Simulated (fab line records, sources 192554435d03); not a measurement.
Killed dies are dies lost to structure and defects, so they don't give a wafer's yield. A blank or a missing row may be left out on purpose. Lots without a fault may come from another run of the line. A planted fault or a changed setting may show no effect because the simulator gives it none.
fab line records | flow n5_finfet
record lots=12 wafers=32 last_day=18
route steps=1938 shown BEOL_M1@822 BEOL_M4@1111 PASSIVATION@1936
lots that met no fault: from a run of the same line without faults
start_h: hours from the record's first day to the start of the lot's first wafer shown | wait_h: hours since the lot's step before | " the same as in the row above | L1.1+2: a row that stands for several wafers | - no value, or no start given | * or withheld: withheld | < > ~ a bound
route shown NAME@n: a module of which the file shows steps, and the number in the route of the first | usual: mean/standard deviation of fault-free wafers | same: alike in all rows | chamber/n: place in a boat | sites: the reading at each site | _std_site: their standard deviation | _edge_site: outer sites' mean less inner sites' | radius_mm: how far each site lies from the wafer's centre | mask NAME#n: copy n | behind: the tool/chamber that last shaped the wafer | hold: why the lot was held/for how many hours/how that ended | device: the transistor (n, p or np) that didn't switch | end of line: the same wafers' tests at the end of the route | a step without rows: its recipe alone | killed: dies lost to structure and defects at the first sort, not the wafer's yield | map: a wafer's dies, x killed, . not, _ none there
set.NAME: the setting as run; set.NAME@STEP: as run at that earlier step | model.NAME: the simulator's own value behind a step, which no gauge read
steps of the route over a sample of lots; a table a step, a row a wafer
services: from which hour (start_h, from the record's first day; less than 0 if before it) a tool's chamber was out of use, for how many hours, and why
## steps
# step N5_BEOL_M1_SPUTTER_88
# recipe material=Cu target_thk_a=45 temp_c=-20 chamber_pressure_pa=0.07 power_w=withheld time_s=8.29
# usual chamber_pressure_pa=0.07001/0.00015 throttle_valve_pct=29.8/0.87
# columns lot.wafer tool chamber start_h wait_h chamber_pressure_pa throttle_valve_pct
L403.5 pvd_sputter-01 - 148.00 0.0 0.07006 30.1
L403.6 " - " " 0.06983 30.7
L402.3 pvd_sputter-02 - 149.05 0.1 0.07006 31.1
L402.4 " - " " 0.06983 27.7
L402.5 " - " " 0.06999 30.9
L405.1 pvd_sputter-03 - 160.85 0.1 0.06985 30.5
L405.2 " - " " 0.06983 29.5
L405.3 " - " " 0.07012 29.5
L406.2 pvd_sputter-02 - 171.65 0.1 0.07007 31.0
L406.5 " - " " 0.07008 27.9
L408.1 pvd_sputter-02 - 184.89 0.1 0.06996 30.8
L408.6 " - " " 0.06994 29.0
L415.2 pvd_sputter-02 - 218.71 0.1 0.07021 28.9
L415.4 " - " " 0.07 27.6
L415.5 " - " " 0.0701 30.5
L416.1 pvd_sputter-03 - 232.38 0.1 0.07011 30.2
L416.2 " - " " 0.06999 30.9
L416.3 " - " " 0.06996 29.6
L420.2 pvd_sputter-02 - 251.82 0.1 0.07009 30.7
L420.5 " - " " 0.07018 30.8
L419.2 pvd_sputter-02 - 253.66 0.1 0.07002 30.8
L419.4 " - " " 0.06994 28.0
L419.6 " - " " 0.06972 28.1
L421.1 pvd_sputter-03 - 258.12 0.1 0.07005 30.0
L421.4 " - " " 0.07013 29.4
L421.6 " - " " 0.06996 29.4
L422.1 pvd_sputter-01 - 273.05 0.1 0.07009 30.2
L422.4 " - " " 0.07023 29.2
L422.6 " - " " 0.07007 30.8
L423.2 pvd_sputter-03 - 279.99 0.1 0.07003 29.4
L423.5 " - " " 0.07026 29.4
L423.6 " - " " 0.07023 30.7
# step N5_BEOL_M1_ANNEAL_89
# recipe temp_c=400 time_s=240 ambient=vacuum
# usual heater_power_w=806/86
# columns lot.wafer tool chamber start_h wait_h heater_power_w
L403.5 pvd_sputter-01 - 148.12 0.1 859
L403.6 " - " " 809
L402.3 pvd_sputter-02 - 149.13 0.0 848
L402.4 " - " " 870
L402.5 " - " " 864
L405.1 pvd_sputter-03 - 160.93 0.0 677
L405.2 " - " " 668
L405.3 " - " " 948
L406.2 pvd_sputter-02 - 171.73 0.0 849
L406.5 " - " " 871
L408.1 pvd_sputter-02 - 184.97 0.0 833
L408.6 " - " " 817
L415.2 pvd_sputter-02 - 218.79 0.0 794
L415.4 " - " " 893
L415.5 " - " " 844
L416.1 pvd_sputter-03 - 232.46 0.0 758
L416.2 " - " " 669
L416.3 " - " " 957
L420.2 pvd_sputter-02 - 251.90 0.0 828
L420.5 " - " " 835
L419.2 pvd_sputter-02 - 253.74 0.0 836
L419.4 " - " " 889
L419.6 " - " " 879
L421.1 pvd_sputter-03 - 258.20 0.0 781
L421.4 " - " " 660
L421.6 " - " " 960
L422.1 pvd_sputter-01 - 273.13 0.0 856
L422.4 " - " " 826
L422.6 " - " " 802
L423.2 pvd_sputter-03 - 280.07 0.0 963
L423.5 " - " " 670
L423.6 " - " " 694
# step N5_BEOL_M1_CO_CAP_55
# recipe material=Co target_thk_a=20 temp_c=200 precursor=CCTBA/H2 pressure_torr=30 time_s=102.1
# usual chamber_pressure_Torr=30.00/0.065 heater_power_outer_w=121/11 heater_power_w=226/14
# columns lot.wafer tool chamber start_h wait_h chamber_pressure_Torr heater_power_outer_w heater_power_w
L403.5 cvd_co-02 0 149.86 0.0 30.01 113 227
L403.6 " 2 " " 29.96 107 204
L402.3 cvd_co-01 2 150.91 0.0 30.03 135 244
L402.4 " 2 " " 30.03 138 242
L402.5 " 0 " " 30.00 122 217
L405.1 cvd_co-02 1 162.62 0.0 30.01 129 242
L405.2 " 0 " " 30.03 117 224
L405.3 " 1 " " 30.00 129 247
L406.2 cvd_co-02 0 173.41 0.0 30.07 112 229
L406.5 " 0 " " 30.03 118 228
L408.1 cvd_co-01 2 186.63 0.0 29.99 139 242
L408.6 " 2 " " 30.07 142 242
L415.2 cvd_co-02 1 221.80 0.0 - - -
L415.4 " 2 " " - - -
L415.5 " 1 " " - - -
L416.1 cvd_co-01 2 234.45 0.0 - - -
L416.2 " 1 " " - - -
L416.3 " 0 " " - - -
L420.2 cvd_co-01 1 253.63 0.0 30.05 112 215
L420.5 " 2 " " 30.04 139 240
L419.2 cvd_co-02 1 255.41 0.0 30.04 126 243
L419.4 " 0 " " 30.03 116 235
L419.6 " 1 " " 30.09 123 248
L421.1 cvd_co-01 1 259.87 0.0 30.06 108 217
L421.4 " 1 " " 29.99 109 213
L421.6 " 2 " " 30.03 143 246
L422.1 cvd_co-02 2 274.80 0.0 30.02 107 209
L422.4 " 0 " " 29.99 115 228
L422.6 " 2 " " 29.97 107 207
L423.2 cvd_co-01 2 281.75 0.0 29.97 139 245
L423.5 " 2 " " 30.03 139 235
L423.6 " 1 " " 30.03 110 216
# step N5_BEOL_M1_INSPECT_59
# recipe inspect_instrument=darkfield mode=post_dep
# usual raw_defect_count=69/23
# columns lot.wafer tool chamber start_h wait_h raw_defect_count
L403.5 defect_inspect-01 - 150.03 0.0 96
L403.6 " - " " 50
L402.3 defect_inspect-02 - 151.12 0.0 30
L402.4 " - " " 69
L402.5 " - " " 77
L405.1 defect_inspect-02 - 162.86 0.0 65
L405.2 " - " " 102
L405.3 " - " " 64
L406.2 defect_inspect-02 - 173.63 0.0 117
L406.5 " - " " 50
L408.1 defect_inspect-02 - 186.84 0.0 71
L408.6 " - " " 57
L415.2 defect_inspect-01 - 222.04 0.0 93
L415.4 " - " " 88
L415.5 " - " " 83
L416.1 defect_inspect-01 - 234.66 0.0 64
L416.2 " - " " 78
L416.3 " - " " 72
L420.2 defect_inspect-01 - 253.85 0.0 60
L420.5 " - " " 80
L419.2 defect_inspect-01 - 255.62 0.0 50
L419.4 " - " " 66
L419.6 " - " " 30
L421.1 defect_inspect-01 - 260.09 0.0 70
L421.4 " - " " 69
L421.6 " - " " 83
L422.1 defect_inspect-01 - 275.01 0.0 65
L422.4 " - " " 94
L422.6 " - " " 59
L423.2 defect_inspect-01 - 281.96 0.0 58
L423.5 " - " " 79
L423.6 " - " " 129
# step N5_BEOL_M4_RC_MEAS_101
# usual DIBL_N=37.4/2.1 DIBL_P=37.8/2.5 IOFF_N=0.19/0.045 IOFF_P=0.24/0.05 ION_N=682/16 ION_P=467/11 SS_N=71.9/0.67 SS_P=73.6/0.76 VT_N=247/3.6 VT_P=-248/3.6
# columns lot.wafer tool chamber start_h wait_h DIBL_N[mV/V] DIBL_P[mV/V] IOFF_N[nA/um] IOFF_P[nA/um] ION_N[uA/um] ION_P[uA/um] SS_N[mV/dec] SS_P[mV/dec] VT_N[mV] VT_P[mV]
L403.5 prober-01 0 181.68 0.6 35.5 36.7 0.14 0.21 666 463 71.5 73.2 252 -252
L403.6 " 0 " " 37.0 36.9 0.16 0.22 669 458 71.8 73.8 249 -249
L402.3 prober-02 0 185.35 0.3 35.1 34.3 0.15 0.19 694 475 71.3 72.7 249 -252
L402.4 " 0 " " 37.9 36.8 0.19 0.22 690 465 72.0 73.8 244 -249
L402.5 " 0 " " 36.0 33.6 0.14 0.18 650 447 72.1 73.1 253 -252
L405.1 prober-02 0 191.10 0.0 38.9 39.8 0.23 0.29 704 477 73.0 74.0 242 -244
L405.2 " 0 " " 35.4 36.1 0.16 0.22 665 459 72.0 73.6 245 -246
L405.3 " 0 " " 33.9 34.6 0.13 0.20 682 477 71.7 72.8 250 -250
L406.2 prober-02 0 212.62 0.2 36.2 37.4 0.16 0.22 689 470 71.4 73.9 247 -248
L406.5 " 0 " " 35.6 36.6 0.16 0.21 695 473 72.0 73.1 249 -249
L408.1 prober-01 0 217.65 0.0 40.9 43.1 0.31 0.38 709 491 72.6 75.3 238 -241
L408.6 " 0 " " 36.3 36.8 0.18 0.25 711 492 71.1 73.5 247 -245
L415.2 prober-01 0 261.45 0.2 38.8 38.7 0.21 0.27 692 475 72.8 74.2 244 -249
L415.4 " 0 " " 40.4 40.0 0.24 0.29 675 460 72.8 74.3 248 -247
L415.5 " 0 " " 39.0 38.3 0.19 0.26 662 456 73.4 74.4 250 -251
L416.1 prober-02 0 277.89 0.0 36.5 36.2 0.16 0.21 671 456 71.4 73.0 248 -249
L416.2 " 0 " " 35.8 36.9 0.16 0.22 687 474 71.8 73.5 250 -250
L416.3 " 0 " " 36.6 37.4 0.18 0.25 693 472 72.0 73.6 246 -247
L420.2 prober-02 0 288.22 0.2 37.6 37.5 0.20 0.27 715 493 71.5 73.7 246 -244
L420.5 " 0 " " 36.1 36.6 0.19 0.28 697 485 71.0 74.0 247 -242
L419.2 prober-01 0 292.49 0.2 35.8 34.2 0.13 0.18 677 471 70.6 72.6 252 -251
L419.4 " 0 " " 36.1 33.9 0.14 0.19 681 471 70.8 72.5 251 -250
L419.6 " 0 " " 38.4 36.6 0.16 0.22 673 465 71.3 73.1 252 -249
L421.1 prober-02 0 299.62 0.0 31.5 31.3 0.10 0.15 654 459 70.0 71.4 254 -254
L421.4 " 0 " " 34.3 34.7 0.14 0.19 665 465 71.4 72.7 250 -248
L421.6 " 0 " " 34.5 35.4 0.14 0.20 667 463 71.7 72.8 250 -251
L422.1 prober-01 0 315.96 0.0 36.1 36.7 0.15 0.20 659 448 71.9 72.8 251 -252
L422.4 " 0 " " 35.7 36.4 0.15 0.21 656 452 71.4 73.3 248 -249
L422.6 " 0 " " 35.1 36.8 0.14 0.21 673 461 72.2 73.0 250 -252
L423.2 prober-02 0 330.09 0.2 32.9 33.6 0.11 0.19 677 477 70.8 72.6 253 -247
L423.5 " 0 " " 37.6 38.6 0.20 0.29 699 483 72.1 74.1 245 -245
L423.6 " 0 " " 31.9 32.6 0.10 0.18 665 468 71.5 72.6 257 -248
# step N5_PASSIVATION_PROBE_49
# usual defect_limited_yield=90.9/1.6 killed_at_M0_to_M3=34/10 killed_at_M4_up=13/5.4 killed_at_contacts=13/6 killed_at_front_end=42/13 killed_at_other=4/3.2 killed_dies=107/18 killed_open=69/14 killed_short=35/7.7 sort_bin_4_leakage=0.02/0.17 sort_bin_5_function=5.3/1 sort_bin_6_memory=3.3/0.75 sort_n_pass=1073/19 sort_yield_pct=90.9/1.6
# same gross_dies=1180 killed_at_back_side=0 sort_bin_8_speed[%]=0
# columns lot.wafer tool chamber start_h wait_h defect_limited_yield[%] killed_at_M0_to_M3 killed_at_M4_up killed_at_contacts killed_at_front_end killed_at_other killed_dies killed_open killed_short sort_bin_4_leakage[%] sort_bin_5_function[%] sort_bin_6_memory[%] sort_n_pass sort_yield_pct[%]
L415.2 prober-02 - 357.12 0.1 91.9 28 13 14 38 2 95 56 24 0 4.7 3.1 1085 91.9
L415.4 prober-02 - 357.22 0.2 92.8 28 20 3 30 4 85 51 31 0 3.7 2.7 1095 92.8
L415.5 prober-02 - 357.27 0.2 93.1 24 23 6 23 6 82 61 20 0 4.2 2.6 1098 93.1
L416.1 prober-02 - 374.66 0.0 89.0 43 12 8 57 10 130 82 38 0 7.2 3.7 1050 89.0
L416.2 prober-02 - 374.71 0.1 88.3 48 10 11 55 14 138 90 47 0 7.6 3.7 1042 88.3
L416.3 prober-02 - 374.76 0.1 88.6 53 8 8 56 10 135 85 43 0 5.6 4.9 1045 88.6
# killed by level:class
L415.2 FIN_CUT:area_etch=12 MOL_CONTACT_COAG:geometric_particle:open=11 BEOL_M3:geometric_particle:open=9 FIN_SAQP:geometric_particle:short=7 DUMMY_GATE:geometric_particle:open=5 BEOL_M1:geometric_particle:open=5 BEOL_M2:geometric_particle:open=4 BEOL_M5:geometric_particle:open=4
L415.4 BEOL_M4:geometric_particle:open=7 BEOL_M0_SAQP:geometric_particle:short=6 BEOL_M0_SAQP:geometric_particle:open=5 BEOL_M3:geometric_particle:open=5 BEOL_M5:geometric_particle:open=5 DUMMY_GATE:geometric_particle:open=4 ILD0:geometric_particle:short=4 GATE_CUT:geometric_particle:short=4
L415.5 BEOL_M2:geometric_particle:open=8 BEOL_M5:geometric_particle:open=6 STI_FIN_REVEAL:geometric_particle:open=6 FIN_SAQP:geometric_particle:short=5 MOL_CONTACT_COAG:geometric_particle:open=5 BEOL_M8:geometric_particle:open=5 BEOL_M1:geometric_particle:open=4 BEOL_M4:geometric_particle:open=4
L416.1 FIN_SAQP:geometric_particle:open=15 STI_FIN_REVEAL:geometric_particle:open=12 BEOL_M3:geometric_particle:open=12 BEOL_M0_SAQP:geometric_particle:short=8 BEOL_M0_SAQP:geometric_particle:open=8 BEOL_M1:geometric_particle:open=8 FIN_CUT:area_etch=8 GATE_CUT:geometric_particle:short=5
L416.2 FIN_SAQP:geometric_particle:open=22 BEOL_M0_SAQP:geometric_particle:open=13 BEOL_M0_SAQP:geometric_particle:short=11 BEOL_M3:geometric_particle:open=10 STI_FIN_REVEAL:geometric_particle:open=8 MOL_CONTACT_COAG:geometric_particle:open=8 GATE_CUT:geometric_particle:short=6 GATE_CUT:geometric_particle:open=5
L416.3 STI_FIN_REVEAL:geometric_particle:open=18 BEOL_M0_SAQP:geometric_particle:short=17 BEOL_M0_SAQP:geometric_particle:open=11 STI_FIN_REVEAL:geometric_particle:short=9 DUMMY_GATE:geometric_particle:open=9 BEOL_M3:geometric_particle:open=9 MOL_CONTACT_COAG:geometric_particle:open=7 HKMG_FIN:area_etch=6
## services
# columns tool chamber start_h hours kind
cvd_co-02 2 161.91 7.8 repair
cvd_co-02 1 191.08 4.8 repair
cvd_co-02 - 199.26 2.8 pm
cvd_co-01 0 207.82 6.1 repair
## key
first_sign step=N5_BEOL_M1_CO_CAP_55 reading=tool_record direction=missing
effect none on later readings
met_at N5_BEOL_M1_CO_CAP_55
struck_lots L415,L416
baseline_loss step=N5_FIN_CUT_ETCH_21 wafers=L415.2
not_acting_at N5_BEOL_M1_SPUTTER_88,N5_BEOL_M1_ANNEAL_89,N5_BEOL_M1_INSPECT_59
onset_between 186.63 221.80
fault kind=skipped_step_whole tool=cvd_co-01,cvd_co-02 chamber=- onset_h=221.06 steps=N5_BEOL_M1_CO_CAP_55 scope=struck_lots_only
# baseline_loss: these wafers lose ten dies or more at that step, a loss of the line's own and not of a fault; the sort's usual values leave them out
